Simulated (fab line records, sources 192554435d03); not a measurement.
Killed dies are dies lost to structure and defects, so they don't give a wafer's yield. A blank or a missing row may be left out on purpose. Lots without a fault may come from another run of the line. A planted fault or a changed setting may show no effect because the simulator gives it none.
One fault seen from 2 desks | flow n5_finfet | each desk has only its own numbers; what lay behind them comes last

THE METROLOGY DESK
What the gauges read, lot by lot, whatever tool the lot ran on: means of the sampled wafers that have a number. A lot is out of limits, marked OUT, if its mean lies more than 4 standard deviations from the usual mean; the brackets give that distance. Of its 12 readings 7 are shown: the one that was out of limits first, and those that lie furthest out on some lot.
Columns: A = DIBL_N at N5_BEOL_M4_RC_MEAS_101, usual 35.9 mV/V; B = ION_N at N5_BEOL_M4_RC_MEAS_101, usual 676 uA/um; C = ION_P at N5_BEOL_M4_RC_MEAS_101, usual 465 uA/um; D = REXT_N at N5_BEOL_M4_RC_MEAS_101, usual 75.2 ohm.um; E = REXT_P at N5_BEOL_M4_RC_MEAS_101, usual 100.7 ohm.um; F = SS_P at N5_BEOL_M4_RC_MEAS_101, usual 73.2 mV/dec; G = VT_P at N5_BEOL_M4_RC_MEAS_101, usual -250 mV
lot  | first seen here | A    | B   | C   | D               | E                | F    | G
L684 | day 8 04:23     | 35.9 | 680 | 475 | 75.3            | 100.5            | 72.9 | -246
L687 | day 8 21:01     | 32.1 | 658 | 454 | 75.7            | 104.8            | 71.9 | -251
L688 | day 9 03:10     | 35.9 | 677 | 472 | 76.2            | 101.7            | 73.6 | -245
L691 | day 9 22:11     | 35.6 | 676 | 464 | 76.6            | 100.4            | 73.0 | -248
L693 | day 10 02:59    | 36.4 | 680 | 471 | 77.9            | 99.7             | 73.1 | -244
L692 | day 10 15:37    | 35.2 | 681 | 467 | 77.8            | 99.9             | 73.3 | -249
L694 | day 10 22:18    | 37.4 | 671 | 463 | 74.4            | 98.9             | 73.2 | -252
L696 | day 11 03:49    | 34.4 | 671 | 463 | 75.3            | 101.7            | 73.7 | -249
L697 | day 11 12:02    | 33.5 | 670 | 461 | 73.0            | 102.8            | 72.8 | -253
L698 | day 11 17:22    | 34.5 | 677 | 461 | 82.0            | 105.9            | 73.6 | -253
L701 | day 12 06:10    | 33.6 | 656 | 441 | 83.4 (+4.6) OUT | 115.5 (+8.2) OUT | 73.7 | -258
This desk's finding: out of limits on L701; first on L701, day 12 06:10 (REXT_N at N5_BEOL_M4_RC_MEAS_101). In limits: L684, L687, L688, L691, L693, L692, L694, L696, L697, L698.

THE TOOL OWNER'S DESK: ald_sin-04
The tool's own readings at N5_SPACER0_ALD_08 (deposits SiNx, target thk 2 nm): means of the sampled wafers that have a number, for each lot that ran on this tool. A lot is out of limits, marked OUT, if its mean lies more than 4 standard deviations from the usual mean; the brackets give that distance.
Columns: A = heater_power_w at N5_SPACER0_ALD_08, usual 834 W
lot  | first seen here | A
L684 | day 2 23:58     | 825
L688 | day 4 01:10     | 838
L691 | day 4 18:18     | 872
L693 | day 5 08:38     | 773
L694 | day 5 17:05     | 863
L696 | day 6 06:32     | 830
L697 | day 6 10:30     | 782
L698 | day 6 14:42     | 820
L701 | day 7 08:41     | 802
This desk's finding: nothing out of limits on any of the 9 lots.

PUT TOGETHER
The metrology desk could have raised an alarm at day 12 06:10, on L701.
The tool owner's desk saw nothing out of limits.
The tool owner's desk has L701 on record, within its limits.
Of the lots named, all ran N5_SPACER0_ALD_08 on ald_sin-04.

WHAT THE SIMULATOR HAD PUT IN
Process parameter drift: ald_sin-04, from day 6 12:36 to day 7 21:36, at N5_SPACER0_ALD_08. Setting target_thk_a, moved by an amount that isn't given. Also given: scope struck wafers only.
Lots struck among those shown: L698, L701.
Hours from the fault's start to each desk's first reading out of limits: the metrology desk, 138.
